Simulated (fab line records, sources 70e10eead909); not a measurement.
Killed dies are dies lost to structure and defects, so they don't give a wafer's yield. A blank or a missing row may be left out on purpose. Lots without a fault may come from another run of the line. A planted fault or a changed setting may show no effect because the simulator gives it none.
A struck lot beside a sound one | flow nand_harc | 17 steps out of a route of 1302
Sound: wafers L342.1, L342.4, L342.6. Struck: wafers L351.2, L351.4. (L351.5 of the same lot was not struck and is left out.) The cause comes at the end.
At each step with rows: each side's tool, then ch and its chambers, then its first start. Under that, the readings that differ: sound wafers | struck wafers | difference of the means | sigmas: that difference in standard deviations of wafers without a fault.
alike: readings whose means differ by less than 2 such deviations, and words and numbers that are the same on both sides. not compared: withheld readings, readings that some wafer has no value for, bounds like >300 that may hide the same value, and numbers for which the record gives no deviation and whose values overlap.
The two part at a step that has a row with sigmas, a row that says differs or no value, or rows on one side only. Numbers that don't overlap but have no deviation are shown without sigmas and don't part them. A reading that every wafer of one side lacks parts them only if that side has two wafers or more.

NHARC_A_M0_OVL_MEAS_10: pitch 160 nm.
  sound on overlay-01, day 23 22:10; struck on overlay-02, day 28 01:26
  reading           | sound       | struck    | difference | sigmas
  overlay_y_nm (nm) | 1.1 1.6 1.0 | -0.8 -0.7 | -2.0       | -2
  alike: overlay_x_nm
NHARC_A_M0_INSPECT_11:
  sound on defect_inspect-01, day 23 22:13; struck on defect_inspect-02, day 28 01:28
  alike: raw_defect_count
NHARC_A_M0_DESCUM_14: chemistry O2, time 3 s.
  sound on rie_diel-09 ch 1,2,3, day 23 22:16; struck on rie_diel-12 ch 0,3, day 28 01:32
  alike: drypump_motor_current_A, oes_product_au, rf_vpp_V, showerhead_plenum_p_Torr, throttle_valve_pct
  not compared: rf_hours_counter_h
then, 1 step without rows for these wafers: NHARC_A_M0_ETCH_34 (etches the open film in N2/H2, target depth 40 nm, overetch 12 nm, time 43.94 s).
NHARC_A_M0_ETCH_15: etches the open film in C4F8/Ar, target depth 150 nm, overetch 15 nm, time 82.5 s.
  sound on rie_diel-09 ch 1,2,3; struck on rie_diel-12 ch 0,3
  alike: oes_product_au, rf_vpp_V
  not compared: rf_hours_counter_h
NHARC_A_M0_CD_MEAS_16:
  sound on cd_sem-03, day 23 22:34; struck on cd_sem-03, day 28 01:53
  alike: cd_nm
NHARC_A_M0_STRIP_18: strips in N2/H2.
  sound on rie_diel-12 ch 1,3, day 23 22:43; struck on rie_diel-09 ch 1,2, day 28 01:57
  alike: drypump_motor_current_A, oes_product_au, rf_vpp_V, showerhead_plenum_p_Torr, throttle_valve_pct
  not compared: rf_hours_counter_h
then, 1 step without rows for these wafers: NHARC_A_M0_STRIP_19 (strips in post etch residue remover, time 600 s).
NHARC_A_M0_DEGAS_28: time 60 s.
  sound on pvd_sputter-02, day 23 23:14; struck on pvd_sputter-03, day 28 02:30
  reading            | sound       | struck  | difference | sigmas
  heater_power_w (W) | 348 367 423 | 315 299 | -72        | -2
NHARC_A_M0_PRE_CLEAN_29: time 30 s.
  sound on pvd_sputter-02; struck on pvd_sputter-03
  alike: heater_power_w
then, 2 steps without rows for these wafers: NHARC_A_M0_PVD_20 (deposits TaN, target thk 5 nm, time 8.06 s); NHARC_A_M0_PVD_21 (deposits Cu, target thk 30 nm, time 20.49 s).
NHARC_A_M0_ECD_22: material Cu, target thk 400 nm.
  sound on ecd_cu-02 ch 0,1, day 23 23:35; struck on ecd_cu-01 ch 0,1, day 28 02:54
then, 1 step without rows for these wafers: NHARC_A_M0_ANNEAL_30 (time 90 s).
NHARC_A_M0_CMP_23: polishes, t overpolish 20 s, target thk 113.75 nm.
  sound on cmp-03 ch 0,2,3, day 24 00:23; struck on cmp-02 ch 1,2, day 28 03:38
  reading                | sound          | struck    | difference | sigmas
  time_to_endpoint_s (s) | 28.7 29.2 24.7 | 43.7 49.0 | +18.8      | +8
  alike: motor_current_A
NHARC_A_M0_THK_MEAS_24: measures by xrf.
  sound on film_metro-01, day 24 00:40; struck on film_metro-01, day 28 03:53
  alike: thk_nm
NHARC_END_SORT_01:
  sound on prober-02 ch 0, day 25 12:45; struck on prober-02 ch 0, day 29 17:41
  alike: defect_limited_yield, killed_at_array, killed_at_other, killed_at_periphery, killed_dies, killed_open, killed_short

WHERE THEY PART
First at NHARC_A_M0_OVL_MEAS_10; last, within this record, at NHARC_A_M0_CMP_23. Later steps at which nothing parts them and some readings are alike: NHARC_A_M0_THK_MEAS_24, NHARC_END_SORT_01.

WHY: what the simulator had put in
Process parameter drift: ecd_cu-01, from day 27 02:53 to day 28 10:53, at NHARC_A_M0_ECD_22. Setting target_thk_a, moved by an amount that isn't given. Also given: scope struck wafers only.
